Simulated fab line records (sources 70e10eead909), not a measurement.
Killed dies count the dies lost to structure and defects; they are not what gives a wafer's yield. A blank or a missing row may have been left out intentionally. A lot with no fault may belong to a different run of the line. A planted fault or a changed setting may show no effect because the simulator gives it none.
Which tool was responsible? -- flow nand harc -- Sampling: 6 lots, 18 wafers, 2 of 1159 route steps

WHAT EACH GAUGE READ, for each wafer
NHARC_P_GATE_INSPECT_28.
lot,measured,on,raw defect count
L544,day 5 01:29,defect inspect-01,4 5 1
L548,day 6 05:07,defect inspect-01,4 13 5
L552,day 7 00:36,defect inspect-02,3 8 4
L554,day 8 05:11,defect inspect-01,9 5 6
L563,day 9 17:43,defect inspect-01,27 36 50
L566,day 10 16:52,defect inspect-01,6 7 4

WHICH TOOL RAN EACH LOT (tool, then ch and the chambers of the sampled wafers, then the start)
lot,NHARC_P_GATE_OXIDE_02
L544,"furnace-04 ch 0, day 4 06:39"
L548,"furnace-08 ch 0, day 5 06:07"
L552,"furnace-04 ch 0, day 6 04:21"
L554,"furnace-04 ch 0, day 7 04:32"
L563,"furnace-01 ch 0, day 8 22:35"
L566,"furnace-04 ch 0, day 9 16:28"
- NHARC_P_GATE_OXIDE_02: material SiO2, target thk 37.5 nm, ox time 365 s.

THE ANSWER, worked out from the rows above alone
Rule: the lots themselves supply what counts as usual. Put in order of their means at a reading, lots are off if they are a third of the lots or fewer, leave a main group of 4 or more, and stand apart from it by a gap of 3 or more times the standard deviation of the main group's means; of several such gaps the widest counts. A main group is skipped when, at the precision printed for the reading in the tables above, its means are all equal. Also off: a lot with no number at a reading for which 4 or more lots have one. Any other lot the step has rows for is counted as sound.
Off: L563, at NHARC_P_GATE_INSPECT_28 (raw defect count). Main group: mean 5.6, sd 1.4.
If a tool, at a process step before that reading, ran all the lots that are off and no sound lot after the first of them, it fits. Those tools and the gauges at NHARC_P_GATE_INSPECT_28 are tried in the same way. One fits: NHARC_P_GATE_OXIDE_02 on furnace-01. It ran no sound lot before its first lot that is off in this sample, so the start can't be narrowed down.

WHAT THE SIMULATOR HAD PUT IN
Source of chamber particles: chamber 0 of furnace-01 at NHARC_P_GATE_OXIDE_02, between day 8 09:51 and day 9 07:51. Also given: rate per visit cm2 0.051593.
Struck lots among those shown: L563. Same finding as the rule above.
